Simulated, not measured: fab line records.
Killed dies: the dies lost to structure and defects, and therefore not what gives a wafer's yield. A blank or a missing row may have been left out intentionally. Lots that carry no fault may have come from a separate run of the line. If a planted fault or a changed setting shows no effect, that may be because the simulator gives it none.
A struck lot beside a sound one :: flow nandHarc :: 14 out of 1302 route steps
Sound: wafers L408.2, L408.3, L408.6. The struck wafers were L409.2, L409.5, L409.6. The cause is named last.
For every step that has rows: the tool of each side, followed by ch and its chambers, followed by its first start. Under that, the readings that differ: sound wafers :: struck wafers :: difference of the means :: sigmas: that difference in standard deviations of wafers without a fault.
alike: same words and numbers on both sides, and readings whose means sit less than 2 such deviations apart. not compared: any withheld reading, any reading some wafer has no value for, any bound like >300 that may hide the same value, and any number with overlapping values for which the record gives no deviation.
Wherever a step has rows on one side only, a row that says differs or no value, or a row with sigmas, the two part there. Numbers that don't overlap but have no deviation are shown without sigmas and don't part them. A reading missing from all wafers of one side parts the sides only when that side holds two or more wafers.

NHARC_A_M1_CD_MEAS_09: target cd 120 nm.
  sound on cdSem-02 ch 0, day 23 14:31; struck on cdSem-03 ch 0, day 24 04:40
  alike: cdNm
NHARC_A_M1_OVL_MEAS_10: pitch 240 nm.
  sound: overlay-01 at day 23 14:35; struck: overlay-01 at day 24 04:46
  alike: overlayXNm, overlayYNm
NHARC_A_M1_INSPECT_11:
  sound: defectInspect-02 at day 23 14:38; struck: defectInspect-02 at day 24 04:47
  alike: rawDefectCount
NHARC_A_M1_DESCUM_14: chemistry O2, time 3 s.
  sound on rieDiel-11 ch 0,3, day 23 14:41; struck on rieDiel-06 ch 0,1,3, day 24 04:52
  alike: drypumpMotorCurrentA, oesProductAu, rfVppV, showerheadPlenumPTorr, throttleValvePct
  not compared: rfHoursCounterH
then, 2 steps without rows for these wafers: NHARC_A_M1_ETCH_35 (etches the open film in N2/H2, target depth 40 nm, overetch 12 nm, time 43.94 s); NHARC_A_M1_ETCH_15 (etches the open film in C4F8/Ar, target depth 182.5 nm, time 91.2 s).
NHARC_A_M1_CD_MEAS_16:
  sound: cdSem-03 at day 23 15:00; struck: cdSem-02 at day 24 05:10
  alike: cdNm
NHARC_A_M1_STRIP_18: strips in N2/H2.
  sound on rieDiel-06 ch 0,1, day 23 15:04; struck on rieDiel-11 ch 0,2,3, day 24 05:17
reading: rfVppV (V)
sound: 91.5 90.7 90.6
struck: 88.1 90.0 88.3
difference: -2.1
sigmas: -2
  alike: drypumpMotorCurrentA, oesProductAu, showerheadPlenumPTorr, throttleValvePct
  not compared: rfHoursCounterH
NHARC_A_M1_ETCH_28: etches the open film in CF4/N2, target depth 30 nm, time 72.99 s.
  sound on rieDiel-06 ch 0,3; struck on rieDiel-11 ch 1,2,3
  alike: drypumpMotorCurrentA, oesProductAu, rfVppV, showerheadPlenumPTorr, throttleValvePct
  not compared: rfHoursCounterH
then, 1 step without rows for these wafers: NHARC_A_M1_STRIP_19 (strips in post etch residue remover, time 600 s).
NHARC_A_M1_DEGAS_29: time 60 s.
  sound: pvdSputter-02 at day 23 15:43; struck: pvdSputter-02 at day 24 05:52
  alike: heaterPowerW
then, 1 step without rows for these wafers: NHARC_A_M1_PRE_CLEAN_30 (time 30 s).
NHARC_A_M1_PVD_20: deposits TaN, target thk 5 nm, time 8.06 s.
  sound: pvdSputter-02 at day 23 15:49; struck: pvdSputter-02 at day 24 06:00
  no value came back on the struck wafers for biasV (V), cathodeDcPowerW (W), throttleValvePct (%); on the sound wafers biasV (V) reads 170.4 167.1 171.6
NHARC_A_M1_PVD_21: deposits Cu, target thk 30 nm, time 20.49 s.
  sound on pvdSputter-02; struck on pvdSputter-02
  alike: cathodeDcPowerW, chamberPressurePa, throttleValvePct

## WHERE THEY PART
Earliest at NHARC_A_M1_STRIP_18; latest, in this record, at NHARC_A_M1_PVD_20. Later steps at which nothing parts them and some readings are alike: NHARC_A_M1_PVD_21.

WHY: the cause the simulator had injected
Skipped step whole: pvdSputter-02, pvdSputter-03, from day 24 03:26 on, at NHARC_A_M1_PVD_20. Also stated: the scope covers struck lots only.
